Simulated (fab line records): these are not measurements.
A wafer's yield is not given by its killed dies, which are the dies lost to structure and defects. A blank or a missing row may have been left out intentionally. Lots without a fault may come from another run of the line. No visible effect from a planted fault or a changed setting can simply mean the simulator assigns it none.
Lot-split experiment || flow n5-finfet || 7 lots, 21 wafers read, on a route of 1938 steps

== THE SPLIT ==
At N5_BEOL_M0_SAQP_COAT_08 (resist thk 90 nm), the setting spin-rpm was moved away from the recipe's 1500 rpm on 8 of the 21 wafers read, by -10.7% to +8.6%. All remaining wafers had this setting at the recipe value.

== FROM THE SPLIT TO THE READING: what the file shows between them, 4 steps ==
- N5_BEOL_M0_SAQP_EBR_10
- N5_BEOL_M0_SAQP_SOFTBAKE_09: time 60 s
- N5_BEOL_M0_SAQP_EXPOSE_11: exposes mask M0 CORE, target cd 42 nm
- N5_BEOL_M0_SAQP_PEB_12: peb time 60 s

== THE READING ==
CAR-ArF_of_BEOL_M0_SAQP_COAT_08.thk-nm (the simulator's own value, which no gauge read), in nm, at N5_BEOL_M0_SAQP_DEVELOP_13 (develop time 30 s). No usual value for it is given in the file. The 13 wafers here that ran the recipe average 88.3 nm, standard deviation 0.24 nm.

{"wafer": "L074.2", "tool, chamber at the split": "litho-track-01, 0", "spin-rpm as run, rpm": 1500, "against the recipe": "recipe", "CAR-ArF_of_BEOL_M0_SAQP_COAT_08.thk-nm, nm": 88.2, "against lot-mates on the recipe": "-"}
{"wafer": "L074.3", "tool, chamber at the split": "litho-track-01, 0", "spin-rpm as run, rpm": 1500, "against the recipe": "recipe", "CAR-ArF_of_BEOL_M0_SAQP_COAT_08.thk-nm, nm": 88.4, "against lot-mates on the recipe": "-"}
{"wafer": "L074.5", "tool, chamber at the split": "litho-track-01, 0", "spin-rpm as run, rpm": 1428, "against the recipe": "-4.8%", "CAR-ArF_of_BEOL_M0_SAQP_COAT_08.thk-nm, nm": 90.4, "against lot-mates on the recipe": "+2.1"}
{"wafer": "L076.1", "tool, chamber at the split": "litho-track-01, 0", "spin-rpm as run, rpm": 1500, "against the recipe": "recipe", "CAR-ArF_of_BEOL_M0_SAQP_COAT_08.thk-nm, nm": 88.4, "against lot-mates on the recipe": "-"}
{"wafer": "L076.4", "tool, chamber at the split": "litho-track-01, 0", "spin-rpm as run, rpm": 1500, "against the recipe": "recipe", "CAR-ArF_of_BEOL_M0_SAQP_COAT_08.thk-nm, nm": 88.4, "against lot-mates on the recipe": "-"}
{"wafer": "L076.6", "tool, chamber at the split": "litho-track-01, 0", "spin-rpm as run, rpm": 1500, "against the recipe": "recipe", "CAR-ArF_of_BEOL_M0_SAQP_COAT_08.thk-nm, nm": 88.6, "against lot-mates on the recipe": "-"}
{"wafer": "L077.1", "tool, chamber at the split": "litho-track-04, 0", "spin-rpm as run, rpm": 1564, "against the recipe": "+4.3%", "CAR-ArF_of_BEOL_M0_SAQP_COAT_08.thk-nm, nm": 86, "against lot-mates on the recipe": -1.8}
{"wafer": "L077.4", "tool, chamber at the split": "litho-track-04, 0", "spin-rpm as run, rpm": 1564, "against the recipe": "+4.3%", "CAR-ArF_of_BEOL_M0_SAQP_COAT_08.thk-nm, nm": 85.8, "against lot-mates on the recipe": -2.0}
{"wafer": "L077.6", "tool, chamber at the split": "litho-track-04, 0", "spin-rpm as run, rpm": 1500, "against the recipe": "recipe", "CAR-ArF_of_BEOL_M0_SAQP_COAT_08.thk-nm, nm": 87.8, "against lot-mates on the recipe": "-"}
{"wafer": "L081.3", "tool, chamber at the split": "litho-track-04, 0", "spin-rpm as run, rpm": 1629, "against the recipe": "+8.6%", "CAR-ArF_of_BEOL_M0_SAQP_COAT_08.thk-nm, nm": 84.6, "against lot-mates on the recipe": -3.6}
{"wafer": "L081.4", "tool, chamber at the split": "litho-track-04, 0", "spin-rpm as run, rpm": 1629, "against the recipe": "+8.6%", "CAR-ArF_of_BEOL_M0_SAQP_COAT_08.thk-nm, nm": 84.4, "against lot-mates on the recipe": -3.8}
{"wafer": "L081.5", "tool, chamber at the split": "litho-track-04, 0", "spin-rpm as run, rpm": 1500, "against the recipe": "recipe", "CAR-ArF_of_BEOL_M0_SAQP_COAT_08.thk-nm, nm": 88.2, "against lot-mates on the recipe": "-"}
{"wafer": "L092.1", "tool, chamber at the split": "litho-track-01, 0", "spin-rpm as run, rpm": 1339, "against the recipe": "-10.7%", "CAR-ArF_of_BEOL_M0_SAQP_COAT_08.thk-nm, nm": 93.8, "against lot-mates on the recipe": "+5.4"}
{"wafer": "L092.4", "tool, chamber at the split": "litho-track-01, 0", "spin-rpm as run, rpm": 1500, "against the recipe": "recipe", "CAR-ArF_of_BEOL_M0_SAQP_COAT_08.thk-nm, nm": 88.4, "against lot-mates on the recipe": "-"}
{"wafer": "L092.6", "tool, chamber at the split": "litho-track-01, 0", "spin-rpm as run, rpm": 1339, "against the recipe": "-10.7%", "CAR-ArF_of_BEOL_M0_SAQP_COAT_08.thk-nm, nm": 94, "against lot-mates on the recipe": "+5.6"}
{"wafer": "L094.2", "tool, chamber at the split": "litho-track-01, 0", "spin-rpm as run, rpm": 1343, "against the recipe": "-10.5%", "CAR-ArF_of_BEOL_M0_SAQP_COAT_08.thk-nm, nm": 93.6, "against lot-mates on the recipe": "+5.5"}
{"wafer": "L094.5", "tool, chamber at the split": "litho-track-01, 0", "spin-rpm as run, rpm": 1500, "against the recipe": "recipe", "CAR-ArF_of_BEOL_M0_SAQP_COAT_08.thk-nm, nm": 88.2, "against lot-mates on the recipe": "-"}
{"wafer": "L094.6", "tool, chamber at the split": "litho-track-01, 0", "spin-rpm as run, rpm": 1500, "against the recipe": "recipe", "CAR-ArF_of_BEOL_M0_SAQP_COAT_08.thk-nm, nm": 88, "against lot-mates on the recipe": "-"}
{"wafer": "L097.1", "tool, chamber at the split": "litho-track-01, 0", "spin-rpm as run, rpm": 1500, "against the recipe": "recipe", "CAR-ArF_of_BEOL_M0_SAQP_COAT_08.thk-nm, nm": 88.6, "against lot-mates on the recipe": "-"}
{"wafer": "L097.3", "tool, chamber at the split": "litho-track-01, 0", "spin-rpm as run, rpm": 1500, "against the recipe": "recipe", "CAR-ArF_of_BEOL_M0_SAQP_COAT_08.thk-nm, nm": 88.6, "against lot-mates on the recipe": "-"}
{"wafer": "L097.5", "tool, chamber at the split": "litho-track-01, 0", "spin-rpm as run, rpm": 1500, "against the recipe": "recipe", "CAR-ArF_of_BEOL_M0_SAQP_COAT_08.thk-nm, nm": 88.6, "against lot-mates on the recipe": "-"}

FIT RESULTS
A straight line over all 21 wafers: CAR-ArF_of_BEOL_M0_SAQP_COAT_08.thk-nm changes by -0.495 nm for each +1% of spin-rpm; r = -0.99; the points scatter about the line by 0.29 nm.
The same after taking each lot's own level away (the mean of its wafers on the recipe; 21 wafers): -0.483 nm for each +1%; r = -1.00; scatter 0.21 nm.
Per that fit: largest spin-rpm move, reading shift of 5.2 nm.
Measured against the standard deviation above, the lots' own levels, which go from 87.80 to 88.60 nm, span 3.3 times it.
Hence the lot-to-lot level has little effect on the slope; both slopes agree.
Check: with one of the wafers moved furthest among these (-10.7%) left out of the fit, the line predicts +5.25 nm for it against its lot-mates. It came out at +5.4 nm against them.

== THE OTHER SPLITS THESE WAFERS WENT THROUGH ==
Note: prior to the reading, these wafers also went through further splits. Each is held against what the fit with the lots' levels taken away leaves over:
{"other split on the same wafers": "N5_BEOL_M0_SAQP_PECVD_96 time-s", "wafers away from the commonest value": 8, "r with CAR-ArF_of_BEOL_M0_SAQP_COAT_08.thk-nm (lot level and that fit taken away)": "+0.23"}

== THE WHOLE CHAIN: every reading that the file lists as answering this split, in the file's order ==
{"step": "N5_BEOL_M0_SAQP_COAT_08", "what it does": "resist thk 90 nm", "reading": "CAR-ArF_of_BEOL_M0_SAQP_COAT_08.thk-nm (the simulator's own value, which no gauge read)", "change (the file's fit)": "-0.479 nm for each +1% of the setting", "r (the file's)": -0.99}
{"step": "N5_BEOL_M0_SAQP_DEVELOP_13", "what it does": "develop time 30 s", "reading": "CAR-ArF_of_BEOL_M0_SAQP_COAT_08.thk-nm (the simulator's own value, which no gauge read)", "change (the file's fit)": "-0.49 nm for each +1% of the setting", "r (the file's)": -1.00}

== FILE'S OWN FIT ==
CAR-ArF_of_BEOL_M0_SAQP_COAT_08.thk-nm changes by -0.49 nm for each +1% of spin-rpm, r = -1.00.
